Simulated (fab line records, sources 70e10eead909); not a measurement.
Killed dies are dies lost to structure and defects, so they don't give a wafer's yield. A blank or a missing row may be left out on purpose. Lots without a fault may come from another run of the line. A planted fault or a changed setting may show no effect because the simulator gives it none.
Which tool did it? | flow nand_harc | 12 lots, 36 wafers sampled, at 3 steps of a route of 1159

WHAT THE GAUGES READ, wafer by wafer
NHARC_A_M1_OVL_MEAS_10: pitch 240 nm.
lot  | measured     | on         | overlay_x_nm (nm)
L074 | day 17 18:41 | overlay-01 | -0.8 -0.7 -0.2
L076 | day 18 05:20 | overlay-02 | 1.4 1.4 1.0
L080 | day 19 01:20 | overlay-02 | -0.2 -0.3 -0.7
L078 | day 19 11:15 | overlay-02 | -0.2 -0.5 -0.5
L083 | day 20 01:10 | overlay-01 | -0.3 -0.4 -0.7
L085 | day 20 22:19 | overlay-01 | 0.5 0.7 0.2
L087 | day 21 03:08 | overlay-02 | 0.1 0.5 0.1
L092 | day 21 17:25 | overlay-01 | 0.8 0.6 0.6
L090 | day 22 04:49 | overlay-01 | -0.5 -1.0 -0.3
L093 | day 22 15:07 | overlay-01 | 1.5 1.0 0.8
L096 | day 23 09:47 | overlay-02 | -0.2 0.1 0.2
L097 | day 23 13:08 | overlay-02 | -1.0 -0.9 -0.7

WHICH TOOL RAN EACH LOT (tool, then ch and the chambers of the sampled wafers, then the start)
lot  | NHARC_A_BLC_ETCH_18                           | NHARC_A_M0_DEP_32
L074 | rie_diel-11 ch 1,3, day 17 17:23 or earlier   | pecvd-03 ch 1,2, day 17 17:23
L076 | rie_diel-09 ch 0,2, day 18 04:13 or earlier   | pecvd-01 ch 0,1, day 18 04:13
L080 | rie_diel-11 ch 1,2, day 18 23:56 or earlier   | pecvd-04 ch 1,2, day 18 23:56
L078 | rie_diel-11 ch 0,1,2, day 18 23:24            | pecvd-01 ch 0,2, day 19 10:01
L083 | rie_diel-09 ch 0,1,2, day 19 23:50 or earlier | pecvd-01 ch 0,1,2, day 19 23:50
L085 | rie_diel-09 ch 0,2,3, day 20 20:59 or earlier | pecvd-01 ch 0,1, day 20 20:59
L087 | rie_diel-09 ch 0,2,3, day 21 01:29 or earlier | pecvd-01 ch 0,1,2, day 21 01:29
L092 | rie_diel-09 ch 1,3, day 21 16:07 or earlier   | pecvd-01 ch 0,1, day 21 16:07
L090 | rie_diel-09 ch 1,2,3, day 22 03:23 or earlier | pecvd-01 ch 0,1,2, day 22 03:23
L093 | rie_diel-09 ch 0,1,2, day 22 13:46 or earlier | pecvd-01 ch 0,1,2, day 22 13:46
L096 | rie_diel-09 ch 0,1,2, day 23 08:31 or earlier | pecvd-01 ch 0,1,2, day 23 08:31
L097 | rie_diel-09 ch 0,2,3, day 23 11:56 or earlier | pecvd-01 ch 0,2, day 23 11:56
- NHARC_A_BLC_ETCH_18: etches the open film in C4F8/O2/Ar, target depth 910 nm.
- NHARC_A_M0_DEP_32: deposits SiCN, target thk 30 nm.

THE ANSWER, worked out from the rows above alone
Rule: what is usual is taken from the lots themselves. Put in order of their means at a reading, lots are off if they are a third of the lots or fewer, leave a main group of 4 or more, and stand apart from it by a gap of 3 or more times the standard deviation of the main group's means; of several such gaps the widest counts. A main group whose means are all the same, to the digits that the tables above print for the reading, isn't used. A lot without any number at a reading at which 4 lots or more have one is off too. The other lots that the step has rows for count as sound.
No lot is off at any reading shown: from this, nothing can be told.

WHAT THE SIMULATOR HAD PUT IN
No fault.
